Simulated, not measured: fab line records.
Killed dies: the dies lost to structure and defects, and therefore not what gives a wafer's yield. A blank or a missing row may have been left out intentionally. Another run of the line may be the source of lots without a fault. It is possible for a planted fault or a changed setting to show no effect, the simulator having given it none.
Chamber matching || flow n5-finfet || ald-metal-02 running N5_BEOL_M0_ALD_136: 4 sister chambers
The step deposits TaN, pulse time 2 s, purge time 3 s, co reactant purge time 2 s. 16 wafers are shown with their chamber, then 8 later ones without.

WAFERS PAIRED WITH THEIR CHAMBERS
{"wafer": "L076.1", "chamber": 0, "heater-power-w (W)": 426}
{"wafer": "L076.3", "chamber": 2, "heater-power-w (W)": 442}
{"wafer": "L076.4", "chamber": 3, "heater-power-w (W)": 440}
{"wafer": "L079.2", "chamber": 0, "heater-power-w (W)": 431}
{"wafer": "L079.3", "chamber": 2, "heater-power-w (W)": 450}
{"wafer": "L079.5", "chamber": 2, "heater-power-w (W)": 435}
{"wafer": "L080.1", "chamber": 2, "heater-power-w (W)": 443}
{"wafer": "L080.5", "chamber": 0, "heater-power-w (W)": 436}
{"wafer": "L080.6", "chamber": 1, "heater-power-w (W)": 442}
{"wafer": "L083.1", "chamber": 0, "heater-power-w (W)": 437}
{"wafer": "L083.2", "chamber": 3, "heater-power-w (W)": 420}
{"wafer": "L083.5", "chamber": 0, "heater-power-w (W)": 432}
{"wafer": "L086.1", "chamber": 1, "heater-power-w (W)": 449}
{"wafer": "L086.3", "chamber": 3, "heater-power-w (W)": 425}
{"wafer": "L086.4", "chamber": 0, "heater-power-w (W)": 437}
{"wafer": "L091.1", "chamber": 2, "heater-power-w (W)": 447}

SIGNATURES, as means of the wafers listed above
{"reading": "heater-power-w", "chamber 0": 433.17, "chamber 1": 445.50, "chamber 2": 443.40, "chamber 3": 428.33, "scatter within a chamber": 6.23}
Rule: for each reading, subtract the chamber's mean from the wafer's reading, divide by that reading's scatter and square the result; add these up over the readings and take the root, which gives the wafer's distance from the chamber. The wafer belongs to the nearest chamber; if the next one is less than 2 further off, it can't be placed. The scatter: the root of (the sum of the squares of (reading less its chamber's mean) over the shown wafers, divided by (wafers less chambers)).

WAFERS WHOSE CHAMBER IS MISSING
{"wafer": "L091.4", "heater-power-w (W)": 445}
{"wafer": "L091.5", "heater-power-w (W)": 431}
{"wafer": "L093.2", "heater-power-w (W)": 423}
{"wafer": "L093.4", "heater-power-w (W)": 453}
{"wafer": "L093.6", "heater-power-w (W)": 445}
{"wafer": "L095.1", "heater-power-w (W)": 439}
{"wafer": "L095.5", "heater-power-w (W)": 450}
{"wafer": "L095.6", "heater-power-w (W)": 451}

WHICH CHAMBER EACH WENT THROUGH
{"wafer": "L091.4", "from the rows above": "can't be placed: 1 or 2 or 0", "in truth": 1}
{"wafer": "L091.5", "from the rows above": "can't be placed: 0 or 3 or 2 or 1", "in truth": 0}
{"wafer": "L093.2", "from the rows above": "can't be placed: 3 or 0", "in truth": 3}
{"wafer": "L093.4", "from the rows above": "can't be placed: 1 or 2 or 0", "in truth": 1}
{"wafer": "L093.6", "from the rows above": "can't be placed: 1 or 2 or 0", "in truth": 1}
{"wafer": "L095.1", "from the rows above": "can't be placed: 2 or 0 or 1 or 3", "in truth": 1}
{"wafer": "L095.5", "from the rows above": "can't be placed: 1 or 2 or 0", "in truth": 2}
{"wafer": "L095.6", "from the rows above": "can't be placed: 1 or 2 or 0", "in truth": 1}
Placed correctly: 0 of 8. Not placeable from these rows: 8 (in 8, the candidates include the true chamber). 0 placed wrongly.
